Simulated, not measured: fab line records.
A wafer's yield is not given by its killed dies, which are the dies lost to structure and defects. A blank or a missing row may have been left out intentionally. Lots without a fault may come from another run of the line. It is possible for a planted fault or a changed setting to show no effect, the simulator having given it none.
A struck lot beside a sound one / flow n5Finfet / 16 steps out of a route of 1938
Sound: the wafers L535.1, L535.4, L535.6. The struck wafers were L548.1, L548.4, L548.6. The cause is named last.
For every step that has rows: the tool of each side, followed by ch and its chambers, followed by its first start. Under that, the readings that differ: sound wafers / struck wafers / difference of the means / sigmas: that difference in standard deviations of wafers without a fault.
alike: same words and numbers on both sides, and readings whose means sit less than 2 such deviations apart. not compared: any withheld reading, any reading some wafer has no value for, any bound like >300 that may hide the same value, and any number with overlapping values for which the record gives no deviation.
A row with sigmas, a row that says differs or no value, or rows on one side alone: a step with any of these is where the two part. Numbers that have no deviation but don't overlap get no sigmas and don't part them. Lack of a reading on every wafer of one side parts them only where that side has two or more wafers.

first, 2 steps without rows for these wafers: N5_BEOL_M2_SURFACE_TREAT_85; N5_BEOL_M2_CVD_47 (deposits Co from CCTBA/H2, target thk 3 nm, time 223.8 s).
N5_BEOL_M2_SPUTTER_48: material Cu, target thk 4.5 nm, time 8.29 s.
  sound on pvdSputter-01, day 6 21:46; struck on pvdSputter-02, day 10 13:40
  alike: chamberPressurePa, chuckGasFlowSccm, throttleValvePct
then, 2 steps without rows for these wafers: N5_BEOL_M2_ANNEAL_49 (time 240 s); N5_BEOL_M2_SPUTTER_79 (material Cu, target thk 4.5 nm, time 8.29 s).
N5_BEOL_M2_ANNEAL_80: time 240 s.
  sound on pvdSputter-01, day 6 22:04; struck on pvdSputter-02, day 10 13:58
  alike: heaterPowerW
N5_BEOL_M2_SPUTTER_81: material Cu, target thk 4.5 nm, time 8.29 s.
  sound on pvdSputter-01, day 6 22:13; struck on pvdSputter-02, day 10 14:07
  alike: chamberPressurePa, chuckGasFlowSccm, throttleValvePct
then, 3 steps without rows for these wafers: N5_BEOL_M2_ANNEAL_82 (time 240 s); N5_BEOL_M2_SPUTTER_86 (material Cu, target thk 4.5 nm, time 8.29 s); N5_BEOL_M2_ANNEAL_87 (time 240 s).
N5_BEOL_M2_SPUTTER_88: material Cu, target thk 4.5 nm, time 8.29 s.
  sound on pvdSputter-01, day 6 22:39; struck on pvdSputter-02, day 10 14:33
  alike: chamberPressurePa, chuckGasFlowSccm, throttleValvePct
N5_BEOL_M2_ANNEAL_89: time 240 s.
  sound on pvdSputter-01, day 6 22:44; struck on pvdSputter-02, day 10 14:38
  alike: heaterPowerW
N5_BEOL_M2_SPUTTER_90: material Cu, target thk 4.5 nm, time 8.29 s.
  sound on pvdSputter-01, day 6 22:52; struck on pvdSputter-02, day 10 14:46
  no value came back on the struck wafers for chamberPressurePa (Pa), chuckGasFlowSccm (sccm), throttleValvePct (%); on the sound wafers chamberPressurePa (Pa) reads 0.06997 0.07005 0.06992
then, 1 step without rows for these wafers: N5_BEOL_M2_ANNEAL_91 (time 240 s).
N5_BEOL_M4_RC_MEAS_101:
  sound on prober-02 ch 0, day 8 04:49; struck on prober-02 ch 0, day 11 13:32
  alike: DIBL_N, DIBL_P, IOFF_N, IOFF_P, ION_N, ION_P, SS_N, SS_P, VT_N, VT_P
-- the record jumps here: 4 days lie between the struck wafers' starts before and after (it left off in module BEOL_M4 and takes up again in module PASSIVATION, whose first step shown is number 1936 of the route) --
N5_PASSIVATION_PROBE_49:
  record: rows for the struck wafers here (prober-02, day 15 23:11), none for the sound ones

## WHERE THEY PART
Earliest at N5_BEOL_M2_SPUTTER_90; latest, in this record, at N5_PASSIVATION_PROBE_49.

WHY: whatever the simulator had introduced
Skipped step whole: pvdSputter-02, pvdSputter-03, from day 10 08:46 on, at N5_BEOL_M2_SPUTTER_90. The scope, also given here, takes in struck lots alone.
